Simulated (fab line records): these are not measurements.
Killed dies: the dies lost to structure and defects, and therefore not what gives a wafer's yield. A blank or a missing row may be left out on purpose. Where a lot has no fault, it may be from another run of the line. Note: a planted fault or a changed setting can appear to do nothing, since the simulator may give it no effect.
Matching of chambers | flow nand-harc | 4 sister chambers for NHARC_P_ZERO_WELL_ETCH_65 on rie-diel-05
The step etches the open film in N2/H2, target depth 80 nm, overetch 24 nm, time 87.88 s. 4 wafers are shown with their chamber, then 12 later ones without.

== WAFERS, EACH WITH ITS CHAMBER ==
wafer  | chamber | drypump-motor-current-A (A)
L085.2 | 3       | 5.2
L086.3 | 2       | 5.8
L086.5 | 1       | 6.2
L086.6 | 0       | 6.8

== WAFERS MISSING THEIR CHAMBER ==
wafer  | drypump-motor-current-A (A)
L090.4 | 6.7
L090.5 | 6.2
L090.6 | 6.7
L091.1 | 5.8
L091.3 | 6.7
L091.5 | 6.2
L093.2 | 5.8
L093.4 | 5.2
L093.5 | 5.2
L094.2 | 5.8
L094.4 | 6.2
L094.5 | 6.7

== EACH ONE'S CHAMBER ==
wafer  | from the rows above | in truth
L090.4 | 0                   | 0
L090.5 | 1                   | 1
L090.6 | 0                   | 0
L091.1 | 2                   | 2
L091.3 | 0                   | 0
L091.5 | 1                   | 1
L093.2 | 2                   | 2
L093.4 | 3                   | 3
L093.5 | 3                   | 3
L094.2 | 2                   | 2
L094.4 | 1                   | 1
L094.5 | 0                   | 0
Placed correctly: 12 of 12. Not placeable from these rows: 0. Wrongly placed: 0.
How it was worked out, from the rows above alone: a wafer's distance from a chamber is the root of the sum, over the readings, of the square of ((its reading less the chamber's mean) divided by the reading's scatter). The wafer belongs to the nearest chamber; if the next one is less than 2 further off, it can't be placed. For every chamber, the mean is computed from those of its wafers that are shown. The scatter: root of mean squared gap, hidden wafer to nearest shown wafer, with one shown wafer a chamber.
